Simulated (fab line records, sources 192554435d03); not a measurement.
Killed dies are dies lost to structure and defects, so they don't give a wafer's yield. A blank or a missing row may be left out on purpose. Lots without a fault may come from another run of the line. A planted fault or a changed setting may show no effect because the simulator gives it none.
Split-lot experiment | flow n5_finfet | 7 lots, 21 wafers read, on a route of 1938 steps

THE SPLIT
At N5_PASSIVATION_ETCH_15 (etches SiCN in CF4/N2, target depth 75 nm, time 81.2 s), the setting bias_w was moved away from the recipe's 70 W on 8 of the 21 wafers read, by -16.4% to +17.4%. The other wafers ran this setting at the recipe's value.

The reading is taken at the split's own step.

THE READING
rf_vpp_V, in V, at N5_PASSIVATION_ETCH_15 (etches SiCN in CF4/N2, target depth 75 nm, time 81.2 s). Fault-free wafers of this fab line usually give 382.1 V, standard deviation 1.6 V.

wafer  | tool, chamber at the split | bias_w as run, W | against the recipe | rf_vpp_V, V | against lot-mates on the recipe
L076.3 | rie_diel-01, 2             | 58.5             | -16.4%             | 339.2       | -42.5
L076.4 | rie_diel-01, 3             | 70               | recipe             | 381.7       | -
L076.6 | rie_diel-01, 3             | 58.5             | -16.4%             | 341.4       | -40.3
L079.1 | rie_diel-04, 3             | 70               | recipe             | 381.4       | -
L079.2 | rie_diel-04, 1             | 70               | recipe             | 385.5       | -
L079.5 | rie_diel-04, 0             | 70               | recipe             | 385.1       | -
L078.1 | rie_diel-04, 0             | 59.43            | -15.1%             | 345.9       | -37.6
L078.2 | rie_diel-04, 1             | 70               | recipe             | 383.5       | -
L078.5 | rie_diel-04, 1             | 59.43            | -15.1%             | 346.1       | -37.4
L081.1 | rie_diel-01, 1             | 73.85            | +5.5%              | 396.6       | +11.6
L081.2 | rie_diel-01, 2             | 70               | recipe             | 384.6       | -
L081.4 | rie_diel-01, 1             | 70               | recipe             | 385.4       | -
L084.2 | rie_diel-01, 2             | 70               | recipe             | 382.7       | -
L084.3 | rie_diel-01, 3             | 70               | recipe             | 383.6       | -
L084.5 | rie_diel-01, 2             | 70               | recipe             | 381.9       | -
L082.2 | rie_diel-04, 0             | 70               | recipe             | 383.5       | -
L082.3 | rie_diel-04, 1             | 70               | recipe             | 384.0       | -
L082.5 | rie_diel-04, 1             | 63.4             | -9.4%              | 360.0       | -23.8
L095.2 | rie_diel-04, 3             | 82.2             | +17.4%             | 420.7       | +37.2
L095.3 | rie_diel-04, 0             | 82.2             | +17.4%             | 425.7       | +42.2
L095.5 | rie_diel-04, 1             | 70               | recipe             | 383.5       | -

THE FIT
A straight line over all 21 wafers: rf_vpp_V changes by +2.44 V for each +1% of bias_w; r = +1.00; the points scatter about the line by 1.9 V.
The same after taking each lot's own level away (the mean of its wafers on the recipe; 21 wafers): +2.41 V for each +1%; r = +1.00; scatter 1.5 V.
On that fit, the largest move of bias_w shifts the reading by 42 V.
The lots' own levels span 381.70 to 385.00 V, that is 2.1 times the standard deviation above.
So the lot-to-lot level changes the slope little: the two slopes agree.
Check: with one of the wafers moved furthest among these (+17.4%) left out of the fit, the line predicts +42.8 V for it against its lot-mates. It came out at +37.2 V against them.
Tool readings at the split's step, against how far the setting was moved: rf_vpp_V r = +1.00.

OTHER SPLITS ON THESE WAFERS
These wafers also went through other splits before the reading. Each is held against what the fit with the lots' levels taken away leaves over:
other split on the same wafers    | wafers away from the commonest value | r with rf_vpp_V (lot level and that fit taken away)
N5_BEOL_M14_EXPOSE_07 dose_mj     | 5                                    | -0.32
N5_BEOL_M15_CMP_49 down_force_psi | 9                                    | -0.20

THE FILE'S OWN FIT
rf_vpp_V changes by +2.42 V for each +1% of bias_w, r = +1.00.
